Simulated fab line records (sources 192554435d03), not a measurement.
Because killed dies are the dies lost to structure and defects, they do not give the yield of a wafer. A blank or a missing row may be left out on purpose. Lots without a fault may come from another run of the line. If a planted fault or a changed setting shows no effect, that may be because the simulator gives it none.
A single fault, viewed from 2 desks ; flow n5_finfet ; what lay behind the numbers comes last; until then each desk has only its own

## AT THE METROLOGY DESK
Lot by lot, what the gauges showed, no matter which tool ran the lot: averages of those sampled wafers that carry a number. Marked OUT: a lot whose mean sits more than 4 standard deviations from the usual mean, which makes it out of limits; the brackets give that distance.
Columns: A = M5_OVL at N5_BEOL_M5_OVL_MEAS_12, usual 0.3 nm
lot;first seen here;A
L639;day 8 17:53;0.5
L642;day 11 16:33;-0.1
L644;day 12 06:06;0.8
L643;day 12 10:35;-0.5
L647;day 12 11:37;0.1
L651;day 13 17:34;0.8
L654;day 14 00:21;-0.2
L658;day 14 03:01;0.8
L660;day 16 02:22;0.7
L661;day 16 04:50;0.0
L662;day 16 05:13;1.1
Finding of this desk: none of the 11 lots has anything out of limits.

## TOOL OWNER'S DESK, litho_track-05
The tool's own readings at N5_BEOL_M5_COAT_22 (resist thk 30 nm): means of the sampled wafers that have a number, for each lot that ran on this tool. Marked OUT: a lot whose mean sits more than 4 standard deviations from the usual mean, which makes it out of limits; the brackets give that distance.
Columns: A = spin_speed_rpm at N5_BEOL_M5_COAT_22, usual 1500.0 rpm
lot;first seen here;A
L639;day 8 19:34;1499.1
L642;day 11 17:16;1499.3
L644;day 12 09:17;1416.2 (-76) OUT
L651;day 13 19:28;1416.7 (-76) OUT
L662;day 16 08:13;1498.8
This desk's verdict: out of limits on L644, L651, starting with L644 at day 12 09:17 (spin_speed_rpm at N5_BEOL_M5_COAT_22). In limits: L639, L642, L662.

## BROUGHT TOGETHER
The tool owner's desk could have raised an alarm at day 12 09:17, on L644, L651.
Metrology desk: nothing out of limits seen.
The metrology desk has L644, L651 on record, within its limits.
Every lot named ran N5_BEOL_M5_COAT_22 on litho_track-05.

## WHAT THE SIMULATOR PUT IN
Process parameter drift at N5_BEOL_M5_COAT_22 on litho_track-05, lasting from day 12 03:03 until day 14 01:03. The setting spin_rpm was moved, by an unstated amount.
Struck lots among those shown: L644, L651.
Each desk's first reading out of limits, in hours after the fault started: the tool owner's desk, 6.
